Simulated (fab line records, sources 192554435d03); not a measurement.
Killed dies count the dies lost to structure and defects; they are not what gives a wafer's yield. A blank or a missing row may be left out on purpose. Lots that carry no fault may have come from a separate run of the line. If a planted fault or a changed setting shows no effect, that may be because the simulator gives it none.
One fault through the eyes of 2 desks -- flow n5-finfet -- every desk sees just its own numbers, and what lay behind them comes last

FROM THE METROLOGY DESK
What the gauges read for every lot (on any tool): the sampled wafers with a number, averaged. The brackets show how far a lot's mean lies from the usual mean; more than 4 standard deviations puts the lot out of limits, marked OUT. Of its 26 readings 7 are shown: the one that was out of limits first, and those that lie furthest out on some lot.
Columns: A = trench-depth-nm at N5_BEOL_M11_OCD_MEAS_38, usual 148.4 nm; B = M11_THK at N5_BEOL_M11_THK_MEAS_53, usual 137.8 nm; C = M11_RS at N5_BEOL_M11_RS_MEAS_57, usual 0.1515 ohm/sq; D = SERP_M11 at N5_BEOL_M15_RC_MEAS_101, usual 3.08 ohm/um; E = SERP_M11_max_site at N5_BEOL_M15_RC_MEAS_101, usual 3.18 ohm/um; F = SERP_M12 at N5_BEOL_M15_RC_MEAS_101, usual 0.636 ohm/um; G = SERP_M14 at N5_BEOL_M15_RC_MEAS_101, usual 0.161 ohm/um
lot,first seen here,A,B,C,D,E,F,G
L752,day 13 14:31,147.9,137.5,0.1527,3.16,3.24,0.634,0.161
L754,day 14 03:37,148.8,137.2,0.1511,3.04,3.13,0.637,0.156
L769,day 19 01:20,147.6,135.5,0.1542,3.14,3.23,0.646,0.161
L766,day 19 14:53,148.5,138.5,0.1503,3.03,3.12,0.639,0.159
L763,day 20 00:55,148.6,138.0,0.1515,3.11,3.19,0.609,0.163
L756,day 20 11:21,124.6 (-14) OUT,116.2 (-11) OUT,0.1845 (+13) OUT,3.72 (+9.5) OUT,3.79 (+7.9) OUT,0.623,0.158
L770,day 20 11:37,147.5,135.5,0.1520,3.11,3.20,0.624,0.163
This desk's verdict: out of limits on L756, starting with L756 at day 20 13:37 (trench-depth-nm at N5_BEOL_M11_OCD_MEAS_38). L752, L754, L769, L766, L763, L770 stayed within limits.

FOR THE TOOL OWNER'S DESK: rie-diel-03
The tool's own readings at N5_BEOL_M11_TRENCH_ETCH_37 (etches SiCOH lowk in C4F6/O2, target depth 148.83 nm, time 48 s): means of the sampled wafers that have a number, for each lot that ran on this tool. The brackets show how far a lot's mean lies from the usual mean; more than 4 standard deviations puts the lot out of limits, marked OUT.
Columns: A = drypump-motor-current-A at N5_BEOL_M11_TRENCH_ETCH_37, usual 5.9 A; B = oes-product-au at N5_BEOL_M11_TRENCH_ETCH_37, usual 0.80 a.u.; C = rf-vpp-V at N5_BEOL_M11_TRENCH_ETCH_37, usual 663 V; D = showerhead-plenum-p-Torr at N5_BEOL_M11_TRENCH_ETCH_37, usual 2.84 Torr; E = throttle-valve-pct at N5_BEOL_M11_TRENCH_ETCH_37, usual 20.92 %
lot,first seen here,A,B,C,D,E
L752,day 13 15:25,6.0,0.80,662,2.80,20.94
L754,day 14 06:06,6.0,0.80,661,2.80,20.96
L756,day 20 13:26,6.0,0.70,666,2.79,21.12
This desk's finding: nothing out of limits on any of the 3 lots.

TAKEN TOGETHER
An alarm was possible from the metrology desk at day 20 13:37, on L756.
The desk of the tool owner found nothing out of limits.
The tool owner's desk has L756 on record, within its limits.
N5_BEOL_M11_TRENCH_ETCH_37 was run on rie-diel-03 by each of the lots named.

WHAT THE SIMULATOR PUT IN
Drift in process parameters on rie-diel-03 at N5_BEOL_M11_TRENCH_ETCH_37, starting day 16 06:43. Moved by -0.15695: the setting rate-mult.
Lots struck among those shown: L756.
Time in hours between the start of the fault and the first out-of-limits reading at each desk: metrology desk, 103.
